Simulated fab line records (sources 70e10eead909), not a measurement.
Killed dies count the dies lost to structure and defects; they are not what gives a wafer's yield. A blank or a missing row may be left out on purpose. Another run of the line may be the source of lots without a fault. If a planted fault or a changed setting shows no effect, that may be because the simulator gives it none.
Struck lot and sound lot, side by side + flow nand_harc + 14 out of 1302 route steps
Sound: the wafers L785.1, L785.2, L785.5. Wafers struck: L775.1, L775.4, L775.6. The cause is named last.
Order at every step that has rows: each side's tool, ch and its chambers, its first start. Under that, the readings that differ: sound wafers + struck wafers + difference of the means + sigmas: that difference in standard deviations of wafers without a fault.
alike: readings with means less than 2 such deviations apart, plus words and numbers identical on both sides. not compared: withheld readings, readings lacking a value on some wafer, bounds such as >300 that could conceal the same value, and numbers that have no deviation in the record and whose values overlap.
A row with sigmas, a row that says differs or no value, or rows on one side alone: a step with any of these is where the two part. When numbers do not overlap yet have no deviation, they are printed without sigmas and do not part them. Lack of a reading on every wafer of one side parts them only where that side has two or more wafers.

first, 1 step without rows for these wafers: NHARC_P_M0_DEVELOP_08 (develop time 35 s).
NHARC_P_M0_CD_MEAS_09: target cd 90 nm.
  sound on cd_sem-03 ch 0, day 13 13:24; struck on cd_sem-01 ch 0, day 9 10:27
  alike: cd_nm
NHARC_P_M0_OVL_MEAS_10: pitch 180 nm.
  struck on overlay-02, day 9 10:32; sound on overlay-01, day 13 13:29
  alike: overlay_x_nm, overlay_y_nm
NHARC_P_M0_INSPECT_11:
  struck on defect_inspect-01, day 9 10:34; sound on defect_inspect-02, day 13 13:32
  alike: raw_defect_count
then, 1 step without rows for these wafers: NHARC_P_M0_DESCUM_14 (chemistry O2, time 3 s).
NHARC_P_M0_ETCH_34: etches the open film in N2/H2, target depth 40 nm, overetch 12 nm, time 43.94 s.
  sound on rie_diel-10 ch 0,2,3, day 13 13:41; struck on rie_diel-12 ch 1,2, day 9 10:43
  alike: drypump_motor_current_A, mfc_ar_sccm, oes_product_au, rf_vpp_V, showerhead_plenum_p_Torr, throttle_valve_pct
  not compared: rf_hours_counter_h
NHARC_P_M0_ETCH_15: etches the open film in C4F8/Ar, target depth 150 nm, overetch 15 nm, time 82.5 s.
  sound: rie_diel-10 ch 1,3; struck: rie_diel-12 ch 0,1
  alike: oes_product_au, rf_vpp_V
  not compared: rf_hours_counter_h
NHARC_P_M0_CD_MEAS_16:
  struck on cd_sem-01, day 9 10:56; sound on cd_sem-02, day 13 13:53
  alike: cd_nm
NHARC_P_M0_STRIP_18: strips in N2/H2.
  sound on rie_diel-13 ch 0,1,3, day 13 13:59; struck on rie_diel-10 ch 2,3, day 9 11:01
  alike: drypump_motor_current_A, mfc_ar_sccm, oes_product_au, rf_vpp_V, showerhead_plenum_p_Torr, throttle_valve_pct
  not compared: rf_hours_counter_h
then, 1 step without rows for these wafers: NHARC_P_M0_STRIP_19 (strips in post etch residue remover, time 600 s).
NHARC_P_M0_DEGAS_28: time 60 s.
  struck on pvd_sputter-02, day 9 11:34; sound on pvd_sputter-01, day 13 14:31
  alike: heater_power_w
then, 1 step without rows for these wafers: NHARC_P_M0_PRE_CLEAN_29 (time 30 s).
NHARC_P_M0_PVD_20: deposits TaN, target thk 5 nm, time 8.06 s.
  struck on pvd_sputter-02, day 9 11:41; sound on pvd_sputter-01, day 13 14:37
  no value came back on the struck wafers for bias_v (V), cathode_dc_power_W (W), throttle_valve_pct (%); on the sound wafers bias_v (V) reads 168.0 165.9 167.7
NHARC_P_M0_PVD_21: deposits Cu, target thk 30 nm, time 20.49 s.
  sound on pvd_sputter-01; struck on pvd_sputter-02
| reading                  | sound             | struck            | difference | sigmas |
|--------------------------|-------------------|-------------------|------------|--------|
| chamber_pressure_pa (Pa) | 5.000 5.006 5.005 | 4.998 4.968 4.966 | -0.026     | -2     |
  alike: cathode_dc_power_W, throttle_valve_pct

== WHERE THEY PART ==
Last at NHARC_P_M0_PVD_21 as far as this record goes, first at NHARC_P_M0_PVD_20.

WHY: what the simulator had put in
Entire step skipped (pvd_sputter-02, NHARC_P_M0_PVD_20), from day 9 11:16 onward. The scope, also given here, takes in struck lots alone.
